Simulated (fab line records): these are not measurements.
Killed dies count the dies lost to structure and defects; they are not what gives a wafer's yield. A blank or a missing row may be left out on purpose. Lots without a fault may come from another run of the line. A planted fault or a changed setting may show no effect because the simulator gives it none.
Matching of chambers / flow nand_harc / NHARC_A_CHANNEL_HOLE_D2_DESCUM_15 on rie_diel-01 has 4 sister chambers
The step chemistry O2, time 3 s. 8 wafers are shown with their chamber, then 10 later ones without.

## WAFERS PAIRED WITH THEIR CHAMBERS
wafer=L087.1; chamber=3; showerhead_plenum_p_Torr (Torr)=1.80; drypump_motor_current_A (A)=6.0
wafer=L087.2; chamber=1; showerhead_plenum_p_Torr (Torr)=2.02; drypump_motor_current_A (A)=5.7
wafer=L087.3; chamber=2; showerhead_plenum_p_Torr (Torr)=1.99; drypump_motor_current_A (A)=5.4
wafer=L089.2; chamber=1; showerhead_plenum_p_Torr (Torr)=2.01; drypump_motor_current_A (A)=5.7
wafer=L089.4; chamber=0; showerhead_plenum_p_Torr (Torr)=1.84; drypump_motor_current_A (A)=5.5
wafer=L089.5; chamber=0; showerhead_plenum_p_Torr (Torr)=1.84; drypump_motor_current_A (A)=5.5
wafer=L093.1; chamber=3; showerhead_plenum_p_Torr (Torr)=1.80; drypump_motor_current_A (A)=6.0
wafer=L093.2; chamber=2; showerhead_plenum_p_Torr (Torr)=1.99; drypump_motor_current_A (A)=5.3

## WAFERS WITHOUT THEIR CHAMBER
wafer=L093.5; showerhead_plenum_p_Torr (Torr)=1.84; drypump_motor_current_A (A)=5.5
wafer=L094.1; showerhead_plenum_p_Torr (Torr)=1.84; drypump_motor_current_A (A)=5.5
wafer=L094.2; showerhead_plenum_p_Torr (Torr)=1.99; drypump_motor_current_A (A)=5.4
wafer=L094.3; showerhead_plenum_p_Torr (Torr)=2.01; drypump_motor_current_A (A)=5.7
wafer=L095.1; showerhead_plenum_p_Torr (Torr)=1.84; drypump_motor_current_A (A)=5.5
wafer=L095.2; showerhead_plenum_p_Torr (Torr)=1.99; drypump_motor_current_A (A)=5.4
wafer=L095.6; showerhead_plenum_p_Torr (Torr)=2.01; drypump_motor_current_A (A)=5.7
wafer=L097.1; showerhead_plenum_p_Torr (Torr)=1.99; drypump_motor_current_A (A)=5.3
wafer=L097.3; showerhead_plenum_p_Torr (Torr)=1.84; drypump_motor_current_A (A)=5.5
wafer=L097.5; showerhead_plenum_p_Torr (Torr)=1.99; drypump_motor_current_A (A)=5.3

## CHAMBER TAKEN BY EACH
wafer=L093.5; from the rows above=0; in truth=0
wafer=L094.1; from the rows above=0; in truth=0
wafer=L094.2; from the rows above=2; in truth=2
wafer=L094.3; from the rows above=1; in truth=1
wafer=L095.1; from the rows above=0; in truth=0
wafer=L095.2; from the rows above=2; in truth=2
wafer=L095.6; from the rows above=1; in truth=1
wafer=L097.1; from the rows above=2; in truth=2
wafer=L097.3; from the rows above=0; in truth=0
wafer=L097.5; from the rows above=2; in truth=2
Correctly placed: 10 of 10. Not placeable from these rows: 0. Number placed wrongly: 0.
How it was worked out, from the rows above alone: a wafer's distance from a chamber is the root of the sum, over the readings, of the square of ((its reading less the chamber's mean) divided by the reading's scatter). The wafer belongs to the nearest chamber; if the next one is less than 2 further off, it can't be placed. The mean given for a chamber averages the wafers shown for that chamber. How the scatter is found: for the shown wafers, subtract from each reading the mean of its chamber, square and add these, divide the total by (wafers less chambers), then take the root.
